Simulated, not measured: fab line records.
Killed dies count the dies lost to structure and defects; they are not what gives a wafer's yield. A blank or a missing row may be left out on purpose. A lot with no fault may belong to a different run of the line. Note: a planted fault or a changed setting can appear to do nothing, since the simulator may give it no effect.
3 desks looking at one fault -- flow n5Finfet -- each desk has only its own numbers; what lay behind them comes last

TOOL OWNER'S DESK, rieDiel-01
The tool's own readings at N5_HKMG_FIN_ETCH_58 (etches SOC in N2/H2, target depth 215.8 nm, time 741 s): means of the sampled wafers that have a number, for each lot that ran on this tool. If a lot's mean is further than 4 standard deviations from the usual mean, the lot is out of limits and carries the mark OUT (the distance appears in the brackets).
Columns: A = drypumpMotorCurrentA at N5_HKMG_FIN_ETCH_58, usual 5.8 A; B = oesProductAu at N5_HKMG_FIN_ETCH_58, usual 0.78 a.u.; C = rfFwdPowerW at N5_HKMG_FIN_ETCH_58, usual 874.4 W; D = rfVppV at N5_HKMG_FIN_ETCH_58, usual 99.1 V; E = showerheadPlenumPTorr at N5_HKMG_FIN_ETCH_58, usual 2.53 Torr; F = throttleValvePct at N5_HKMG_FIN_ETCH_58, usual 17.85 %
lot,first seen here,A,B,C,D,E,F
L315,day 6 04:26,5.6,0.73,877.1,99.8,2.57,17.85
L322,day 7 18:32,5.4,0.75,945.4 (+26) OUT,96.2,2.52,17.98
L323,day 8 01:29,5.6,0.75,945.7 (+26) OUT,96.6,2.56,17.87
This desk's finding: out of limits on L322, L323; first on L322, day 7 18:32 (rfFwdPowerW at N5_HKMG_FIN_ETCH_58). L315: within limits.

THE DEFECT DESK
For each lot, the counts of the inspections along the route, averaged over the sampled wafers that have a number. If a lot's mean is further than 4 standard deviations from the usual mean, the lot is out of limits and carries the mark OUT (the distance appears in the brackets).
Columns: A = rawDefectCount at N5_HKMG_FIN_INSPECT_61, usual 2.2
lot,first seen here,A
L312,day 5 07:04,2.0
L315,day 6 04:07,3.0
L322,day 7 18:11,2.7
L323,day 8 01:10,1.0
L326,day 8 20:47,3.3
L327,day 9 02:47,3.0
This desk found nothing out of limits on any of the 6 lots.

METROLOGY DESK
What the gauges read, lot by lot, whatever tool the lot ran on: means of the sampled wafers that have a number. If a lot's mean is further than 4 standard deviations from the usual mean, the lot is out of limits and carries the mark OUT (the distance appears in the brackets). Readings shown: 7 of its 12, picked as those furthest out on some lot.
Columns: A = cdNm at N5_HKMG_FIN_CD_MEAS_49, usual 202.0 nm; B = NDIPOLE_OVL at N5_HKMG_FIN_OVL_MEAS_50, usual -0.1 nm; C = DIBL_P at N5_BEOL_M4_RC_MEAS_101, usual 36.2 mV/V; D = ION_P at N5_BEOL_M4_RC_MEAS_101, usual 459 uA/um; E = SS_N at N5_BEOL_M4_RC_MEAS_101, usual 71.5 mV/dec; F = SS_P at N5_BEOL_M4_RC_MEAS_101, usual 73.2 mV/dec; G = VT_P at N5_BEOL_M4_RC_MEAS_101, usual -250 mV
lot,first seen here,A,B,C,D,E,F,G
L312,day 5 07:00,201.5,1.0,37.8,460,71.9,73.3,-251
L315,day 6 04:04,202.4,-0.5,36.8,451,71.9,72.9,-254
L322,day 7 18:08,201.5,0.7,37.1,453,71.5,73.6,-251
L323,day 8 01:06,201.0,-0.2,35.8,463,70.9,73.6,-250
L326,day 8 20:43,202.2,0.0,35.4,462,71.6,73.2,-249
L327,day 9 02:44,201.9,0.3,35.3,458,71.9,73.1,-252
This desk found nothing out of limits on any of the 6 lots.

PUT TOGETHER
The tool owner's desk could have raised an alarm at day 7 18:32, on L322, L323.
The defect desk saw nothing out of limits.
The metrology desk saw nothing out of limits.
The defect desk has L322, L323 on record, within its limits.
The metrology desk has L322, L323 on record, within its limits.
Of the lots named, all ran N5_HKMG_FIN_ETCH_58 on rieDiel-01.

WHAT THE SIMULATOR PUT IN
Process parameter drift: rieDiel-01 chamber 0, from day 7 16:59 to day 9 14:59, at N5_HKMG_FIN_ETCH_58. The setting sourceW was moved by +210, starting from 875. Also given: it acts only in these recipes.
Shown lots that were struck: L322, L323.
Time in hours from fault onset to the first out-of-limits reading at each desk: the tool owner's desk, 2.
